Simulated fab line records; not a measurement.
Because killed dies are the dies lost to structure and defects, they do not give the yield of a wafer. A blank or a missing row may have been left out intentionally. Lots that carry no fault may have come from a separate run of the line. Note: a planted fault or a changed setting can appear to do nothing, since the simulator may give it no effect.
Split-lot study || flow n5 finfet || 21 wafers read from 7 lots, route of 1938 steps

SPLIT DETAILS
At N5_BEOL_M4_EXPOSE_25 (exposes mask V3, defocus 5 nm), the setting dose mj was moved away from the recipe's 63 on 9 of the 21 wafers read, by -5.3% to +3.1%. For the rest of the wafers, this setting stayed at what the recipe calls for.

FROM THE SPLIT TO THE READING: what the file shows between them, 2 steps
- N5_BEOL_M4_PEB_26: peb time 60 s
- N5_BEOL_M4_DEVELOP_27: develop time 30 s

THE READING
cd nm, in nm, at N5_BEOL_M4_CD_MEAS_28 (target cd 26.2 nm, target cd y 24.1 nm). On this fab line, fault-free wafers typically give 26.11 nm with a standard deviation of 0.24 nm.

{"wafer": "L078.2", "tool, chamber at the split": "euv scanner-02, 0", "dose mj as run": 63, "against the recipe": "recipe", "cd nm, nm": 25.84, "against lot-mates on the recipe": "-"}
{"wafer": "L078.4", "tool, chamber at the split": "euv scanner-02, 0", "dose mj as run": 63, "against the recipe": "recipe", "cd nm, nm": 26.07, "against lot-mates on the recipe": "-"}
{"wafer": "L078.5", "tool, chamber at the split": "euv scanner-02, 0", "dose mj as run": 63, "against the recipe": "recipe", "cd nm, nm": 26.13, "against lot-mates on the recipe": "-"}
{"wafer": "L080.2", "tool, chamber at the split": "euv scanner-02, 0", "dose mj as run": 64.97, "against the recipe": "+3.1%", "cd nm, nm": 26.56, "against lot-mates on the recipe": "+0.80"}
{"wafer": "L080.3", "tool, chamber at the split": "euv scanner-02, 0", "dose mj as run": 64.97, "against the recipe": "+3.1%", "cd nm, nm": 26.77, "against lot-mates on the recipe": "+1.01"}
{"wafer": "L080.6", "tool, chamber at the split": "euv scanner-02, 0", "dose mj as run": 63, "against the recipe": "recipe", "cd nm, nm": 25.76, "against lot-mates on the recipe": "-"}
{"wafer": "L083.2", "tool, chamber at the split": "euv scanner-01, 0", "dose mj as run": 63, "against the recipe": "recipe", "cd nm, nm": 26.07, "against lot-mates on the recipe": "-"}
{"wafer": "L083.4", "tool, chamber at the split": "euv scanner-01, 0", "dose mj as run": 63, "against the recipe": "recipe", "cd nm, nm": 26.27, "against lot-mates on the recipe": "-"}
{"wafer": "L083.5", "tool, chamber at the split": "euv scanner-01, 0", "dose mj as run": 61.36, "against the recipe": "-2.6%", "cd nm, nm": 25.81, "against lot-mates on the recipe": -0.36}
{"wafer": "L085.1", "tool, chamber at the split": "euv scanner-02, 0", "dose mj as run": 59.68, "against the recipe": "-5.3%", "cd nm, nm": 25.22, "against lot-mates on the recipe": -0.84}
{"wafer": "L085.4", "tool, chamber at the split": "euv scanner-02, 0", "dose mj as run": 59.68, "against the recipe": "-5.3%", "cd nm, nm": 24.93, "against lot-mates on the recipe": -1.13}
{"wafer": "L085.6", "tool, chamber at the split": "euv scanner-02, 0", "dose mj as run": 63, "against the recipe": "recipe", "cd nm, nm": 26.06, "against lot-mates on the recipe": "-"}
{"wafer": "L086.4", "tool, chamber at the split": "euv scanner-02, 0", "dose mj as run": 60.97, "against the recipe": "-3.2%", "cd nm, nm": 25.93, "against lot-mates on the recipe": -0.70}
{"wafer": "L086.5", "tool, chamber at the split": "euv scanner-02, 0", "dose mj as run": 60.97, "against the recipe": "-3.2%", "cd nm, nm": 25.94, "against lot-mates on the recipe": -0.69}
{"wafer": "L086.6", "tool, chamber at the split": "euv scanner-02, 0", "dose mj as run": 63, "against the recipe": "recipe", "cd nm, nm": 26.63, "against lot-mates on the recipe": "-"}
{"wafer": "L091.3", "tool, chamber at the split": "euv scanner-01, 0", "dose mj as run": 64.91, "against the recipe": "+3.0%", "cd nm, nm": 26.62, "against lot-mates on the recipe": "+0.36"}
{"wafer": "L091.4", "tool, chamber at the split": "euv scanner-01, 0", "dose mj as run": 64.91, "against the recipe": "+3.0%", "cd nm, nm": 26.73, "against lot-mates on the recipe": "+0.47"}
{"wafer": "L091.6", "tool, chamber at the split": "euv scanner-01, 0", "dose mj as run": 63, "against the recipe": "recipe", "cd nm, nm": 26.26, "against lot-mates on the recipe": "-"}
{"wafer": "L095.1", "tool, chamber at the split": "euv scanner-02, 0", "dose mj as run": 63, "against the recipe": "recipe", "cd nm, nm": 25.91, "against lot-mates on the recipe": "-"}
{"wafer": "L095.2", "tool, chamber at the split": "euv scanner-02, 0", "dose mj as run": 63, "against the recipe": "recipe", "cd nm, nm": 26.08, "against lot-mates on the recipe": "-"}
{"wafer": "L095.3", "tool, chamber at the split": "euv scanner-02, 0", "dose mj as run": 63, "against the recipe": "recipe", "cd nm, nm": 26.27, "against lot-mates on the recipe": "-"}

FIT RESULTS
A straight line over all 21 wafers: cd nm changes by +0.165 nm for each +1% of dose mj; r = +0.88; the points scatter about the line by 0.23 nm.
The same after taking each lot's own level away (the mean of its wafers on the recipe; 21 wafers): +0.199 nm for each +1%; r = +0.95; scatter 0.16 nm.
The reading moves by 1 nm for the largest change in dose mj, on that fit.
The lots' own levels span 25.760 to 26.630 nm, that is 3.6 times the standard deviation above.
In other words, the slope is changed by the lot-to-lot level; the two fits disagree.
Check: for one of the wafers moved furthest among these (-5.3%), held out of the fit, the line's prediction against its lot-mates is -1.1 nm. Against them it came out at -0.84 nm.

ADDITIONAL SPLITS CARRIED BY THESE WAFERS
Note: prior to the reading, these wafers also went through further splits. Each is held against what the fit with the lots' levels taken away leaves over:
{"other split on the same wafers": "N5_BEOL_M4_EXPOSE_08 dose mj", "wafers away from the commonest value": 8, "r with cd nm (lot level and that fit taken away)": "+0.05"}

FILE'S OWN FIT
cd nm changes by +0.194 nm for each +1% of dose mj, r = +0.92.
